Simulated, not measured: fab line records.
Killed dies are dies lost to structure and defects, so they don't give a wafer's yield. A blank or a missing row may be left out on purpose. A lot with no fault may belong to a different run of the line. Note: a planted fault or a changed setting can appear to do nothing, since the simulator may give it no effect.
A single fault, viewed from 2 desks + flow n5Finfet + each desk has only its own numbers; what lay behind them comes last

== AT THE TOOL OWNER'S DESK: laserAnneal-01 ==
Per lot that ran on this tool, the mean of the sampled wafers carrying a number, from the tool's own readings at N5_SD_ACTIVATION_LSA_01 (time 0.0008 s). Any lot whose mean is over 4 standard deviations away from the usual mean is out of limits and marked OUT; that distance is given in the brackets.
Columns: A = wafer_temp_C_max at N5_SD_ACTIVATION_LSA_01, usual 1086.7
| lot  | first seen here | A                |
|------|-----------------|------------------|
| L942 | day 3 08:58     | 1086.5           |
| L945 | day 4 05:55     | 1086.1           |
| L946 | day 4 12:20     | 1086.9           |
| L948 | day 4 22:02     | 1086.8           |
| L954 | day 6 17:00     | 1075.7 (-10) OUT |
| L956 | day 6 22:38     | 1074.7 (-11) OUT |
Finding of this desk: L954, L956 out of limits; the first was L954 at day 6 17:00, on wafer_temp_C_max at N5_SD_ACTIVATION_LSA_01. In limits: L942, L945, L946, L948.

== AT THE METROLOGY DESK ==
What the gauges read, lot by lot, whatever tool the lot ran on: means of the sampled wafers that have a number. Any lot whose mean is over 4 standard deviations away from the usual mean is out of limits and marked OUT; that distance is given in the brackets. Of its 14 readings 7 are shown: the one that was out of limits first, and those that lie furthest out on some lot.
Columns: A = RS_SD_N at N5_SD_ACTIVATION_RS_MEAS_03, usual 21.80 ohm/sq; B = RS_SD_P at N5_SD_ACTIVATION_RS_MEAS_03, usual 55.9 ohm/sq; C = ION_P at N5_BEOL_M4_RC_MEAS_101, usual 462 uA/um; D = RC_N at N5_BEOL_M4_RC_MEAS_101, usual 15.6 ohm.um; E = RS_SD_N at N5_BEOL_M4_RC_MEAS_101, usual 28.2 ohm/sq; F = SS_N at N5_BEOL_M4_RC_MEAS_101, usual 71.3 mV/dec; G = VT_N at N5_BEOL_M4_RC_MEAS_101, usual 250 mV
| lot  | first seen here | A                | B    | C   | D    | E               | F    | G   |
|------|-----------------|------------------|------|-----|------|-----------------|------|-----|
| L942 | day 3 09:10     | 21.67            | 53.8 | 460 | 15.7 | 28.1            | 71.5 | 251 |
| L945 | day 4 06:07     | 21.53            | 56.1 | 466 | 15.0 | 28.0            | 71.4 | 252 |
| L946 | day 4 12:32     | 22.00            | 56.6 | 464 | 15.8 | 28.3            | 72.1 | 249 |
| L948 | day 4 22:13     | 21.62            | 55.3 | 471 | 16.0 | 27.9            | 71.3 | 246 |
| L954 | day 6 17:12     | 23.09 (+4.6) OUT | 55.2 | 473 | 16.7 | 29.7 (+4.2) OUT | 71.1 | 248 |
| L956 | day 6 22:51     | 23.24 (+5.2) OUT | 57.0 | 462 | 16.1 | 29.7 (+4.3) OUT | 70.6 | 250 |
| L961 | day 8 12:17     | 21.65            | 56.2 | 467 | 15.3 | 27.8            | 71.2 | 251 |
| L963 | day 8 19:39     | 21.70            | 56.8 | 461 | 15.5 | 28.1            | 71.0 | 251 |
| L965 | day 9 10:23     | 22.04            | 56.6 | 463 | 15.5 | 28.6            | 72.1 | 247 |
This desk's result: L954, L956 out of limits, first on L954 (RS_SD_N at N5_SD_ACTIVATION_RS_MEAS_03), day 6 17:12. In limits: L942, L945, L946, L948, L961, L963, L965.

== PUT TOGETHER ==
The tool owner's desk had the chance to raise an alarm at day 6 17:00 on L954, L956.
Metrology desk: alarm possible at day 6 17:12 on L954, L956.
N5_SD_ACTIVATION_LSA_01 was run on laserAnneal-01 by each of the lots named.

== WHAT WAS PUT IN BY THE SIMULATOR ==
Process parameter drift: laserAnneal-01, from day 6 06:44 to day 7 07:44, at N5_SD_ACTIVATION_LSA_01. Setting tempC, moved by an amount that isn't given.
Struck lots among those shown: L954, L956.
Counting hours from when the fault started, the first reading out of limits came at 10 for the tool owner's desk and at 10 for the metrology desk.
